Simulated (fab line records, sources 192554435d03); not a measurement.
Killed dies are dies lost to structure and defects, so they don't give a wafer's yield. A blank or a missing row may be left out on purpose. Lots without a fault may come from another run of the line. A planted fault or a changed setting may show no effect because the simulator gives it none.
fab line records | flow n5_finfet
record lots=7 wafers=39
route steps=1938 shown BEOL_M12@1649
start_h: hours from the record's first day to the start of the lot's first wafer shown | wait_h: hours since the lot's step before | " the same as in the row above | L1.1+2: a row that stands for several wafers | - no value, or no start given | * or withheld: withheld | < > ~ a bound
route shown NAME@n: a module of which the file shows steps, and the number in the route of the first | usual: mean/standard deviation of fault-free wafers | same: alike in all rows | chamber/n: place in a boat | sites: the reading at each site | _std_site: their standard deviation | _edge_site: outer sites' mean less inner sites' | radius_mm: how far each site lies from the wafer's centre | mask NAME#n: copy n | behind: the tool/chamber that last shaped the wafer | hold: why the lot was held/for how many hours/how that ended | device: the transistor (n, p or np) that didn't switch | end of line: the same wafers' tests at the end of the route | a step without rows: its recipe alone | killed: dies lost to structure and defects at the first sort, not the wafer's yield | map: a wafer's dies, x killed, . not, _ none there
set.NAME: the setting as run; set.NAME@STEP: as run at that earlier step | model.NAME: the simulator's own value behind a step, which no gauge read
lots whose settings were changed on purpose; a table a step, a row a wafer
## steps
# step N5_BEOL_M12_SPUTTER_44
# recipe material=Ta target_thk_a=100 temp_c=50 bias_v=80 power_w=15000 chamber_pressure_pa=0.07 time_s=16.13
# columns lot.wafer tool chamber start_h wait_h set.target_thk_a model.Ta_of_BEOL_M12_SPUTTER_44.thk_nm
L074.3+4 pvd_sputter-02 - 259.61 0.0 100 9.8
L074.5 " - " " 100 10
L078.1 pvd_sputter-03 - 310.60 0.0 100 9.8
L078.2+5 " - " " 71.48 7
L078.3+6 " - " " 100 10
L078.4 " - " " 71.48 7.2
L085.1+5 pvd_sputter-02 - 369.88 0.0 144 14.2
L085.2 " - " " 100 9.8
L085.3 " - " " 144 14
L085.4+6 " - " " 100 9.6
L090.1+3+5 pvd_sputter-01 - 389.58 0.0 100 10
L090.2+4 " - " " 100 10.2
L090.6 " - " " 100 10.4
L096.1+2+3+5 pvd_sputter-03 - 422.02 0.0 100 10
L096.4+6 " - " " 100 9.8
L094.1+2+4+6 pvd_sputter-02 - 422.15 0.0 100 10
L094.3+5 " - " " 100 9.8
L097.1+4 pvd_sputter-02 - 424.51 0.0 100 9.8
L097.2 " - " " 126.4 12.6
L097.3+5 " - " " 126.4 12.4
L097.6 " - " " 100 9.6
# step N5_BEOL_M12_SPUTTER_45
# recipe material=Cu target_thk_a=800 temp_c=-20 bias_v=60 power_w=26000 chamber_pressure_pa=0.13 time_s=13.33
# step N5_BEOL_M12_ECD_47
# recipe material=Cu target_thk_a=7200
# step N5_BEOL_M12_ANNEAL_48
# recipe temp_c=225 time_s=90 ambient=N2
# step N5_BEOL_M12_CMP_49
# recipe stop_on=SiOC t_overpolish_s=20.6 down_force_psi=1 platen_rpm=50 clearing_platen_down_force_psi=1.5 clearing_platen_rpm=50 post_cmp_clean=cu_alkaline target_thk_nm=320 clearing_platen_pad_velocity_m_s=0.99484 pad_velocity_m_s=0.99484
# usual barrier_field_endpoint_s=30.2/0.69
# columns lot.wafer tool chamber start_h wait_h set.target_thk_a@BEOL_M12_SPUTTER_44 barrier_field_endpoint_s
L074.3 cmp-02 0 260.25 0.2 100 30.4
L074.4 " 1 " " 100 30.0
L074.5 " 0 " " 100 29.9
L078.3 cmp-03 1 311.54 0.4 100 29.8
L078.2 " 2 " " 71.48 26.2
L078.1 " 3 " " 100 29.7
L078.4 " 0 " " 71.48 28.0
L078.5 " 1 " " 71.48 25.9
L078.6 " 2 " " 100 30.4
L085.1 cmp-01 1 370.58 0.3 144 35.1
L085.4 " 2 " " 100 29.0
L085.2 " 3 " " 100 30.1
L085.3 " 0 " " 144 34.7
L085.5 " 1 " " 144 34.8
L085.6 " 2 " " 100 30.2
L090.1 cmp-01 2 390.54 0.3 100 30.2
L090.3 " 3 " " 100 30.3
L090.4 " 0 " " 100 30.9
L090.2 " 1 " " 100 29.5
L090.5 " 2 " " 100 29.5
L090.6 " 3 " " 100 31.6
L096.2 cmp-02 2 422.86 0.2 100 31.2
L096.3 " 3 " " 100 30.3
L096.4 " 0 " " 100 29.8
L096.1 " 1 " " 100 29.6
L096.5 " 2 " " 100 30.1
L096.6 " 3 " " 100 30.0
L094.2 cmp-03 0 423.13 0.2 100 31.2
L094.1 " 1 " " 100 29.7
L094.4 " 2 " " 100 30.2
L094.3 " 3 " " 100 29.8
L094.5 " 0 " " 100 30.9
L094.6 " 1 " " 100 29.8
L097.4 cmp-03 1 425.48 0.1 100 28.3
L097.3 " 2 " " 126.4 32.4
L097.2 " 3 " " 126.4 31.7
L097.1 " 0 " " 100 30.4
L097.6 " 1 " " 100 28.9
L097.5 " 2 " " 126.4 32.0
## key
split step=N5_BEOL_M12_SPUTTER_44 setting=target_thk_a stated=100 by=wafer
response step=N5_BEOL_M12_SPUTTER_44 reading=model.Ta_of_BEOL_M12_SPUTTER_44.thk_nm change=+0.102 per=1% r=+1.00
response step=N5_BEOL_M12_CMP_49 reading=barrier_field_endpoint_s change=+0.114 per=1% r=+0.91
